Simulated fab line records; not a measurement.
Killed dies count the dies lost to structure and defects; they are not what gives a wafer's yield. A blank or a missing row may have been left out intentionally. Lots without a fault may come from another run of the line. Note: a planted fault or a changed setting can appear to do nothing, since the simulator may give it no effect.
Split-lot trial :: flow n5-finfet :: on a route of 1938 steps: 7 lots, 21 wafers read

ON THE SPLIT
At N5_BEOL_M14_SPUTTER_44 (material Ta, target thk 15 nm, time 24.19 s), the setting power-w was moved away from the recipe's 15000 W on 6 of the 21 wafers read, by -15.8% to +7.7%. The other wafers ran this setting at the recipe's value.

The reading is taken at the split's own step.

THE READING
Ta_of_BEOL_M14_SPUTTER_44.thk-nm (the simulator's own value, which no gauge read), in nm, at N5_BEOL_M14_SPUTTER_44 (material Ta, target thk 15 nm, time 24.19 s). There is no usual value for it anywhere in the file. Across the 15 wafers here that went through the recipe, the average is 15.0 nm and the standard deviation 0.26 nm.

wafer: L082.1
tool, chamber at the split: pvd-sputter-03, -
power-w as run, W: 15000
against the recipe: recipe
Ta_of_BEOL_M14_SPUTTER_44.thk-nm, nm: 14.8
against lot-mates on the recipe: -

wafer: L082.6
tool, chamber at the split: pvd-sputter-03, -
power-w as run, W: 15000
against the recipe: recipe
Ta_of_BEOL_M14_SPUTTER_44.thk-nm, nm: 14.8
against lot-mates on the recipe: -

wafer: L082.2
tool, chamber at the split: pvd-sputter-03, -
power-w as run, W: 15000
against the recipe: recipe
Ta_of_BEOL_M14_SPUTTER_44.thk-nm, nm: 14.6
against lot-mates on the recipe: -

wafer: L083.1
tool, chamber at the split: pvd-sputter-01, -
power-w as run, W: 16160
against the recipe: +7.7%
Ta_of_BEOL_M14_SPUTTER_44.thk-nm, nm: 16.2
against lot-mates on the recipe: +1.4

wafer: L083.4
tool, chamber at the split: pvd-sputter-01, -
power-w as run, W: 15000
against the recipe: recipe
Ta_of_BEOL_M14_SPUTTER_44.thk-nm, nm: 14.8
against lot-mates on the recipe: -

wafer: L083.6
tool, chamber at the split: pvd-sputter-01, -
power-w as run, W: 16160
against the recipe: +7.7%
Ta_of_BEOL_M14_SPUTTER_44.thk-nm, nm: 16.4
against lot-mates on the recipe: +1.6

wafer: L087.1
tool, chamber at the split: pvd-sputter-02, -
power-w as run, W: 12630
against the recipe: -15.8%
Ta_of_BEOL_M14_SPUTTER_44.thk-nm, nm: 12.4
against lot-mates on the recipe: -2.4

wafer: L087.4
tool, chamber at the split: pvd-sputter-02, -
power-w as run, W: 12630
against the recipe: -15.8%
Ta_of_BEOL_M14_SPUTTER_44.thk-nm, nm: 12.4
against lot-mates on the recipe: -2.4

wafer: L087.6
tool, chamber at the split: pvd-sputter-02, -
power-w as run, W: 15000
against the recipe: recipe
Ta_of_BEOL_M14_SPUTTER_44.thk-nm, nm: 14.8
against lot-mates on the recipe: -

wafer: L090.2
tool, chamber at the split: pvd-sputter-02, -
power-w as run, W: 15000
against the recipe: recipe
Ta_of_BEOL_M14_SPUTTER_44.thk-nm, nm: 15.2
against lot-mates on the recipe: -

wafer: L090.3
tool, chamber at the split: pvd-sputter-02, -
power-w as run, W: 15000
against the recipe: recipe
Ta_of_BEOL_M14_SPUTTER_44.thk-nm, nm: 15.4
against lot-mates on the recipe: -

wafer: L090.5
tool, chamber at the split: pvd-sputter-02, -
power-w as run, W: 15000
against the recipe: recipe
Ta_of_BEOL_M14_SPUTTER_44.thk-nm, nm: 15.4
against lot-mates on the recipe: -

wafer: L092.1
tool, chamber at the split: pvd-sputter-03, -
power-w as run, W: 15000
against the recipe: recipe
Ta_of_BEOL_M14_SPUTTER_44.thk-nm, nm: 15.2
against lot-mates on the recipe: -

wafer: L092.3
tool, chamber at the split: pvd-sputter-03, -
power-w as run, W: 15940
against the recipe: +6.3%
Ta_of_BEOL_M14_SPUTTER_44.thk-nm, nm: 16
against lot-mates on the recipe: +0.9

wafer: L092.5
tool, chamber at the split: pvd-sputter-03, -
power-w as run, W: 15000
against the recipe: recipe
Ta_of_BEOL_M14_SPUTTER_44.thk-nm, nm: 15
against lot-mates on the recipe: -

wafer: L093.3
tool, chamber at the split: pvd-sputter-02, -
power-w as run, W: 15000
against the recipe: recipe
Ta_of_BEOL_M14_SPUTTER_44.thk-nm, nm: 15.2
against lot-mates on the recipe: -

wafer: L093.4
tool, chamber at the split: pvd-sputter-02, -
power-w as run, W: 15000
against the recipe: recipe
Ta_of_BEOL_M14_SPUTTER_44.thk-nm, nm: 15.2
against lot-mates on the recipe: -

wafer: L093.6
tool, chamber at the split: pvd-sputter-02, -
power-w as run, W: 15000
against the recipe: recipe
Ta_of_BEOL_M14_SPUTTER_44.thk-nm, nm: 15.4
against lot-mates on the recipe: -

wafer: L094.1
tool, chamber at the split: pvd-sputter-02, -
power-w as run, W: 15000
against the recipe: recipe
Ta_of_BEOL_M14_SPUTTER_44.thk-nm, nm: 14.8
against lot-mates on the recipe: -

wafer: L094.5
tool, chamber at the split: pvd-sputter-02, -
power-w as run, W: 13320
against the recipe: -11.2%
Ta_of_BEOL_M14_SPUTTER_44.thk-nm, nm: 13.2
against lot-mates on the recipe: -1.7

wafer: L094.6
tool, chamber at the split: pvd-sputter-02, -
power-w as run, W: 15000
against the recipe: recipe
Ta_of_BEOL_M14_SPUTTER_44.thk-nm, nm: 15
against lot-mates on the recipe: -

THE FIT
A straight line over all 21 wafers: Ta_of_BEOL_M14_SPUTTER_44.thk-nm changes by +0.165 nm for each +1% of power-w; r = +0.98; the points scatter about the line by 0.23 nm.
The same after taking each lot's own level away (the mean of its wafers on the recipe; 21 wafers): +0.159 nm for each +1%; r = +0.99; scatter 0.13 nm.
That fit puts the effect of the largest move of power-w on the reading at 2.5 nm.
The span of the lots' own levels, 14.73 to 15.33 nm, comes to 2.4 times the standard deviation stated above.
So the lot-to-lot level changes the slope little: the two slopes agree.
Check: with one of the wafers moved furthest among these (-15.8%) left out of the fit, the line predicts -2.51 nm for it against its lot-mates. Against them it came out at -2.4 nm.

OTHER SPLITS APPLIED TO THESE WAFERS
Other splits were also applied to these wafers ahead of the reading. Each is held against what the fit with the lots' levels taken away leaves over:
other split on the same wafers: N5_BEOL_M14_DESCUM_33 time-s
wafers away from the commonest value: 6
r with Ta_of_BEOL_M14_SPUTTER_44.thk-nm (lot level and that fit taken away): +0.23

THE FILE'S OWN FIT
Ta_of_BEOL_M14_SPUTTER_44.thk-nm changes by +0.156 nm for each +1% of power-w, r = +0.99.
